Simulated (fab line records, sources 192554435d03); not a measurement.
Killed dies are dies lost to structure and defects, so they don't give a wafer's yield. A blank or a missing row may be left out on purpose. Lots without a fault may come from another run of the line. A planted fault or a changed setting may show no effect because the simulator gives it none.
fab line records | flow n5_finfet
record lots=10 wafers=29 last_day=17
route steps=1938 shown BEOL_M15@1785 PASSIVATION@1936
lots that met no fault: from a run of the same line without faults
start_h: hours from the record's first day to the start of the lot's first wafer shown | wait_h: hours since the lot's step before | " the same as in the row above | L1.1+2: a row that stands for several wafers | - no value, or no start given | * or withheld: withheld | < > ~ a bound
route shown NAME@n: a module of which the file shows steps, and the number in the route of the first | usual: mean/standard deviation of fault-free wafers | same: alike in all rows | chamber/n: place in a boat | sites: the reading at each site | _std_site: their standard deviation | _edge_site: outer sites' mean less inner sites' | radius_mm: how far each site lies from the wafer's centre | mask NAME#n: copy n | behind: the tool/chamber that last shaped the wafer | hold: why the lot was held/for how many hours/how that ended | device: the transistor (n, p or np) that didn't switch | end of line: the same wafers' tests at the end of the route | a step without rows: its recipe alone | killed: dies lost to structure and defects at the first sort, not the wafer's yield | map: a wafer's dies, x killed, . not, _ none there
set.NAME: the setting as run; set.NAME@STEP: as run at that earlier step | model.NAME: the simulator's own value behind a step, which no gauge read
steps of the route over a sample of lots; a table a step, a row a wafer
services: from which hour (start_h, from the record's first day; less than 0 if before it) a tool's chamber was out of use, for how many hours, and why
## steps
# step N5_BEOL_M15_INSPECT_12
# recipe mode=adi inspect_instrument=macro
# usual raw_defect_count=1.9/1.4
# columns lot.wafer tool chamber start_h wait_h raw_defect_count
L806.2 defect_inspect-01 - 260.75 0.0 2
L806.4 " - " " 4
L806.5 " - " " 1
L809.2 defect_inspect-01 - 263.34 0.0 2
L809.3 " - " " 3
L809.6 " - " " 0
L810.2 defect_inspect-01 - 269.04 0.0 3
L810.3 " - " " 2
L810.5 " - " " 1
L812.2 defect_inspect-02 - 284.07 0.0 2
L812.3 " - " " 3
L812.6 " - " " 3
L816.1 defect_inspect-01 - 308.15 0.0 4
L816.5 " - " " 3
L816.6 " - " " 2
L817.4 defect_inspect-01 - 321.97 0.0 5
L817.5 " - " " 1
L821.1 defect_inspect-02 - 336.73 0.0 4
L821.3 " - " " 1
L821.5 " - " " 2
L824.1 defect_inspect-01 - 364.66 0.0 2
L824.2 " - " " 5
L824.6 " - " " 1
L827.2 defect_inspect-02 - 373.93 0.0 0
L827.3 " - " " 2
L827.5 " - " " 2
L829.2 defect_inspect-02 - 382.23 0.0 2
L829.3 " - " " 2
L829.6 " - " " 1
# step N5_BEOL_M15_DESCUM_33
# recipe chemistry=O2 time_s=7.9 source_power_w=50 bias_power_w=20 pressure_mtorr=20 rf_frequency_hz=2.712e+07 temp_c=40 o2_flow_sccm=225
# usual drypump_motor_current_A=5.8/0.36 oes_product_au=0.78/0.061 rf_vpp_V=243.3/1.3 showerhead_plenum_p_Torr=2.11/0.084 throttle_valve_pct=20.46/0.27
# columns lot.wafer tool chamber start_h wait_h drypump_motor_current_A oes_product_au rf_hours_counter_h rf_vpp_V showerhead_plenum_p_Torr throttle_valve_pct
L806.2 rie_diel-04 2 262.37 0.0 5.4 0.80 118 242.0 2.01 20.52
L806.4 " 3 " " 6.0 0.86 48 244.3 2.13 20.54
L806.5 " 2 " " 5.3 0.79 - 241.6 2.01 20.51
L809.2 rie_diel-04 3 264.89 0.0 6.0 0.85 49 243.7 2.13 20.52
L809.3 " 0 " " 5.6 0.87 38 241.7 2.05 20.20
L809.6 " 0 " " 5.6 0.88 - 243.5 2.06 20.20
L810.2 rie_diel-06 1 270.78 0.3 6.2 0.81 78 242.8 2.03 20.09
L810.3 " 2 " " 6.0 0.79 108 244.0 2.22 20.42
L810.5 " 1 " " 6.2 0.82 - 241.9 2.03 20.10
L812.2 rie_diel-06 2 285.56 0.0 6.0 0.78 115 245.0 2.21 20.43
L812.3 " 1 " " 6.2 0.80 84 241.6 2.03 20.10
L812.6 " 0 " " 5.7 0.70 - 240.9 2.01 20.74
L816.1 rie_diel-04 0 310.02 0.1 5.6 0.86 53 242.2 2.05 20.23
L816.5 " 3 " " 6.0 0.82 - 244.4 2.12 20.56
L816.6 " 2 " " 5.4 0.78 - 241.2 2.01 20.53
L817.4 rie_diel-04 3 323.78 0.0 6.0 0.82 - 243.1 2.12 20.56
L817.5 " 0 " " 5.6 0.85 - 241.6 2.05 20.24
L821.1 rie_diel-06 1 338.62 0.0 6.2 0.79 98 242.8 2.02 20.11
L821.3 " 0 " " 5.6 0.68 242 241.8 2.00 20.77
L821.5 " 1 " " 6.2 0.80 - 243.1 2.02 20.13
L824.1 rie_diel-06 0 366.42 0.0 5.7 0.67 250 241.2 2.00 20.77
L824.2 " 1 " " 6.2 0.79 106 242.0 2.02 20.13
L824.6 " 3 " " 5.6 0.71 - 245.0 2.16 20.43
L827.2 rie_diel-06 2 375.58 0.0 6.0 0.76 143 245.2 2.20 20.49
L827.3 " 1 " " 6.2 0.79 110 241.1 2.02 20.13
L827.5 " 1 " " 6.2 0.79 - 244.0 2.02 20.15
L829.2 rie_diel-02 0 384.13 0.2 5.1 0.70 221 245.4 2.18 20.92
L829.3 " 1 " " 5.6 0.82 111 245.6 2.22 20.41
L829.6 " 2 " " 6.5 0.73 - 242.1 2.01 20.97
# step N5_BEOL_M15_TRENCH_ETCH_34
# recipe chemistry=C4F8/O2/Ar target=SiO2 target_depth_a=8729.3 he_inner_torr=15 he_outer_torr=30 time_s=199 ion_energy_ev=800 pressure_mtorr=20 source_w=1905 bias_w=2040 Ar_flow_sccm=400 C4F8_flow_sccm=16 O2_flow_sccm=12
# usual O2_flow_sccm=12.00/0.036 drypump_motor_current_A=5.8/0.36 oes_product_au=0.78/0.061 rf_vpp_V=2213/26 showerhead_plenum_p_Torr=3.44/0.13 throttle_valve_pct=30.8/0.3
# columns lot.wafer tool chamber start_h wait_h O2_flow_sccm drypump_motor_current_A oes_product_au rf_hours_counter_h rf_vpp_V showerhead_plenum_p_Torr throttle_valve_pct
L806.2 rie_diel-04 2 262.45 0.0 12.01 5.3 0.80 118 2198 3.31 31.0
L806.4 " 3 " " 12.01 6.0 0.85 48 2183 3.48 31.0
L806.5 " 2 " " 12.04 5.3 0.79 - 2197 3.31 30.9
L809.2 rie_diel-04 3 264.98 0.0 12.04 6.0 0.85 49 2182 3.48 31.0
L809.3 " 0 " " 11.97 5.6 0.87 38 2230 3.34 30.4
L809.6 " 0 " " 11.97 5.6 0.87 - 2231 3.34 30.4
L810.2 rie_diel-06 1 270.87 0.0 12.01 6.2 0.82 78 2188 3.35 30.5
L810.3 " 2 " " 11.98 6.0 0.80 108 2240 3.59 30.7
L810.5 " 1 " " 11.96 6.2 0.82 - 2188 3.35 30.5
L812.2 rie_diel-06 2 285.65 0.0 12.04 6.0 0.79 115 2239 3.59 30.8
L812.3 " 1 " " 11.95 6.2 0.82 84 2189 3.35 30.6
L812.6 " 0 " " 12.01 5.7 0.70 - 2204 3.25 30.9
L816.1 rie_diel-04 0 310.11 0.0 12.01 5.6 0.86 53 2229 3.33 30.4
L816.5 " 3 " " 11.97 6.0 0.84 - 2182 3.47 31.0
L816.6 " 2 " " 12.00 5.4 0.78 - 2196 3.30 31.0
L817.4 rie_diel-04 3 323.92 0.1 11.95 6.0 0.84 - 2182 3.47 31.0
L817.5 " 0 " " 11.95 5.6 0.86 - 2230 3.33 30.4
L821.1 rie_diel-06 1 338.71 0.0 12.05 6.2 0.81 98 2187 3.34 30.6
L821.3 " 0 " " 11.96 5.6 0.68 242 2203 3.25 30.9
L821.5 " 1 " " 12.02 6.2 0.79 - 2186 3.34 30.6
L824.1 rie_diel-06 0 366.51 0.0 12.04 5.7 0.68 250 2203 3.24 30.9
L824.2 " 1 " " 12.00 6.2 0.79 106 2187 3.34 30.6
L824.6 " 3 " " 11.96 5.6 0.71 - 2254 3.51 30.6
L827.2 rie_diel-06 2 375.67 0.0 12.06 6.0 0.76 143 2240 3.57 30.8
L827.3 " 1 " " 12.00 6.2 0.80 110 2186 3.33 30.6
L827.5 " 1 " " 12.04 6.2 0.80 - 2187 3.33 30.6
L829.2 rie_diel-02 0 384.22 0.0 11.97 5.1 0.71 222 2231 3.57 31.5
L829.3 " 1 " " 11.95 5.6 0.81 112 2185 3.59 30.7
L829.6 " 2 " " 11.97 6.5 0.74 - 2182 3.28 31.3
# step N5_BEOL_M15_SPUTTER_43
# recipe material=TaN target_thk_a=150 temp_c=50 bias_v=168.6 power_w=15000 chamber_pressure_pa=0.12 time_s=24.19
# usual throttle_valve_pct=30.2/1.4
# columns lot.wafer tool chamber start_h wait_h throttle_valve_pct
L806.2 pvd_sputter-01 - 266.86 0.0 28.3
L806.4 " - " " 30.0
L806.5 " - " " 28.5
L809.2 pvd_sputter-03 - 267.37 0.0 32.0
L809.3 " - " " 28.8
L809.6 " - " " 31.9
L810.2 pvd_sputter-02 - 272.78 0.0 31.5
L810.3 " - " " 27.5
L810.5 " - " " 32.0
L812.2 pvd_sputter-01 - 288.58 0.0 28.5
L812.3 " - " " 28.5
L812.6 " - " " 30.1
L816.1 pvd_sputter-01 - 312.88 0.0 28.7
L816.5 " - " " 30.5
L816.6 " - " " 28.5
L817.4 pvd_sputter-02 - 325.78 0.0 27.6
L817.5 " - " " 31.6
L821.1 pvd_sputter-03 - 340.46 0.0 32.0
L821.3 " - " " 29.1
L821.5 " - " " 29.2
L824.1 pvd_sputter-03 - 367.50 0.0 31.9
L824.2 " - " " 30.0
L824.6 " - " " 29.9
L827.2 pvd_sputter-03 - 376.35 0.0 28.7
L827.3 " - " " 29.9
L827.5 " - " " 29.7
L829.2 pvd_sputter-02 - 384.94 0.0 30.5
L829.3 " - " " 27.5
L829.6 " - " " 31.8
# step N5_BEOL_M15_THK_MEAS_50
# recipe thk_meas_gauge=xrf reads=Cu_of_BEOL_M15_ECD_47
# usual M15_THK=849/13
# columns lot.wafer tool chamber start_h wait_h M15_THK[nm]
L806.2 film_metro-01 - 267.97 - 850
L806.4 " - " " 847
L806.5 " - " " 842
L809.2 film_metro-01 - 268.91 - 846
L809.3 " - " " 835
L809.6 " - " " 835
L810.2 film_metro-01 - 273.89 - 844
L810.3 " - " " 839
L810.5 " - " " 846
L812.2 film_metro-02 - 289.70 - 849
L812.3 " - " " 862
L812.6 " - " " 837
L816.1 film_metro-02 - 313.99 - 862
L816.5 " - " " 947
L816.6 " - " " 863
L817.4 film_metro-01 - 326.89 - 959
L817.5 " - " " 944
L821.1 film_metro-02 - 341.57 - 845
L821.3 " - " " 827
L821.5 " - " " 851
L824.1 film_metro-01 - 368.63 - 818
L824.2 " - " " 846
L824.6 " - " " 836
L827.2 film_metro-02 - 377.84 - 842
L827.3 " - " " 859
L827.5 " - " " 860
L829.2 film_metro-01 - 386.05 - 861
L829.3 " - " " 844
L829.6 " - " " 842
# step N5_BEOL_M15_RS_MEAS_54
# recipe thk_meas_gauge=four-point-probe reads=Cu_of_BEOL_M15_ECD_47+Ta_of_BEOL_M15_SPUTTER_44+TaN_of_BEOL_M15_SPUTTER_43
# usual M15_RS=0.0217/0.0003
# columns lot.wafer tool chamber start_h wait_h M15_RS[ohm/sq]
L806.2 film_metro-01 - 268.11 0.1 0.0215
L806.4 " - " " 0.0215
L806.5 " - " " 0.0216
L809.2 film_metro-01 - 269.04 0.1 0.0216
L809.3 " - " " 0.0220
L809.6 " - " " 0.0220
L810.2 film_metro-01 - 274.02 0.1 0.0216
L810.3 " - " " 0.0218
L810.5 " - " " 0.0217
L812.2 film_metro-01 - 289.83 0.1 0.0218
L812.3 " - " " 0.0214
L812.6 " - " " 0.0219
L816.1 film_metro-02 - 314.12 0.0 0.0216
L816.5 " - " " 0.0196
L816.6 " - " " 0.0215
L817.4 film_metro-01 - 327.02 0.0 0.0192
L817.5 " - " " 0.0195
L821.1 film_metro-01 - 341.70 0.0 0.0217
L821.3 " - " " 0.0222
L821.5 " - " " 0.0216
L824.1 film_metro-02 - 368.76 0.0 0.0225
L824.2 " - " " 0.0217
L824.6 " - " " 0.0221
L827.2 film_metro-02 - 377.97 0.1 0.0219
L827.3 " - " " 0.0214
L827.5 " - " " 0.0215
L829.2 film_metro-02 - 386.18 0.1 0.0212
L829.3 " - " " 0.0216
L829.6 " - " " 0.0217
# step N5_PASSIVATION_PROBE_49
# usual defect_limited_yield=91.5/1.4 killed_at_M0_to_M3=32/9.7 killed_at_M4_up=14/5.3 killed_at_contacts=11/6 killed_at_front_end=39/14 killed_at_other=3.3/2.7 killed_dies=100/17 killed_on_rim=14/4 killed_open=66/13 killed_short=32/7.4 sort_bin_4_leakage=0.02/0.16 sort_bin_5_function=4.9/0.9 sort_bin_6_memory=3.2/0.72 sort_n_pass=1080/17 sort_yield_pct=91.5/1.4
# same gross_dies=1180 killed_at_back_side=0 sort_bin_8_speed[%]=0
# columns lot.wafer tool chamber start_h wait_h defect_limited_yield[%] killed_at_M0_to_M3 killed_at_M4_up killed_at_contacts killed_at_front_end killed_at_other killed_dies killed_on_rim killed_open killed_short sort_bin_4_leakage[%] sort_bin_5_function[%] sort_bin_6_memory[%] sort_n_pass sort_yield_pct[%]
L812.2 prober-02 - 305.18 0.1 91.7 46 16 13 18 5 98 14 66 32 0 5.3 2.6 1082 91.7
L812.3 prober-02 - 305.23 0.1 90.8 39 27 17 23 3 109 10 76 32 0 6.0 3.0 1071 90.8
L812.6 prober-02 - 305.38 0.3 93.4 17 14 11 32 4 78 15 57 20 0 4.2 2.4 1102 93.4
L821.1 prober-02 - 355.56 0.0 91.6 29 14 17 34 5 99 10 70 28 0 5.6 2.7 1081 91.6
L821.3 prober-02 - 355.66 0.1 92.5 36 13 8 27 4 88 10 53 35 0 4.2 3.1 1092 92.5
L821.5 prober-02 - 355.76 0.2 91.1 39 10 12 35 9 105 13 68 37 0 4.8 3.2 1075 91.1
# killed by level:class
L812.2 MOL_CONTACT_COAG:geometric_particle:open=11 BEOL_M2:geometric_particle:open=10 BEOL_M0_SAQP:geometric_particle:open=9 BEOL_M1:geometric_particle:open=9 STI_FIN_REVEAL:geometric_particle:open=7 BEOL_M1:geometric_particle:short=5 BEOL_M3:geometric_particle:short=4 BEOL_M3:geometric_particle:open=4
L812.3 MOL_CONTACT_COAG:geometric_particle:open=14 BEOL_M3:geometric_particle:open=13 BEOL_M4:geometric_particle:open=10 BEOL_M1:geometric_particle:open=9 STI_FIN_REVEAL:geometric_particle:open=8 BEOL_M5:geometric_particle:short=5 STARTING-WAFER:geometric_particle:short=5 BEOL_M3:geometric_particle:short=4
L812.6 STI_FIN_REVEAL:geometric_particle:open=11 MOL_CONTACT_COAG:geometric_particle:open=10 BEOL_M3:geometric_particle:open=6 FIN_SAQP:geometric_particle:open=5 BEOL_M4:geometric_particle:open=5 GATE_CUT:geometric_particle:short=4 BEOL_M2:geometric_particle:open=4 GATE_CUT:geometric_particle:open=3
L821.1 MOL_CONTACT_COAG:geometric_particle:open=14 STI_FIN_REVEAL:geometric_particle:open=11 BEOL_M4:geometric_particle:open=11 BEOL_M0:geometric_particle:open=7 BEOL_M0_SAQP:geometric_particle:short=6 FIN_SAQP:geometric_particle:short=5 DUMMY_GATE:geometric_particle:short=4 BEOL_M0_SAQP:geometric_particle:open=4
L821.3 BEOL_M0_SAQP:geometric_particle:open=16 BEOL_M0_SAQP:geometric_particle:short=11 MOL_CONTACT_COAG:geometric_particle:open=7 FIN_SAQP:geometric_particle:open=5 FIN_SAQP:geometric_particle:short=5 STI_FIN_REVEAL:geometric_particle:open=5 BEOL_M4:geometric_particle:open=5 BEOL_M2:geometric_particle:open=4
L821.5 BEOL_M0_SAQP:geometric_particle:short=20 STI_FIN_REVEAL:geometric_particle:open=14 MOL_CONTACT_COAG:geometric_particle:open=12 BEOL_M0_SAQP:geometric_particle:open=7 FIN_SAQP:geometric_particle:open=5 BEOL_M3:geometric_particle:open=5 BEOL_M4:geometric_particle:open=5 BEOL_M2:geometric_particle:open=4
## services
# columns tool chamber start_h hours kind
rie_diel-02 3 240.22 32.8 repair
rie_diel-04 1 279.44 3.4 repair
rie_diel-04 2 293.66 8.2 repair
rie_diel-06 1 311.17 5.3 repair
rie_diel-04 1 317.63 - clean
rie_diel-04 1 317.63 - consumable_replace:focus_ring
rie_diel-04 1 317.63 25.8 scheduled_down
rie_diel-04 1 317.63 25.8 vent_cycle
pvd_sputter-03 - 355.18 4.5 repair
rie_diel-04 0 360.69 4.7 repair
rie_diel-04 2 360.94 2.5 repair
rie_diel-06 0 367.05 - clean
rie_diel-06 0 367.05 - consumable_replace:focus_ring
rie_diel-06 0 367.05 - consumable_replace:showerhead
rie_diel-06 0 367.05 23.0 scheduled_down
rie_diel-06 0 367.05 23.0 vent_cycle
rie_diel-04 1 371.84 5.3 repair
## key
first_sign step=N5_BEOL_M15_THK_MEAS_50 reading=M15_THK direction=up sigmas=8.1 usual=849 struck=950
effect step=N5_BEOL_M15_RS_MEAS_54 reading=M15_RS direction=down sigmas=7.4 usual=0.0217 struck=0.0194
met_at N5_BEOL_M15_TRENCH_ETCH_34
struck_lots L816,L817
struck_wafers L816.5,L817.4,L817.5
not_acting_at N5_BEOL_M15_INSPECT_12,N5_BEOL_M15_DESCUM_33,N5_BEOL_M15_SPUTTER_43
onset_between 264.98 310.11
fault kind=process_parameter_drift tool=rie_diel-04 chamber=- onset_h=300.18 steps=N5_BEOL_M15_TRENCH_ETCH_34 channel=time_s offset=* shape=step end_h=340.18 scope=struck_wafers_only acts_in=* stated=*
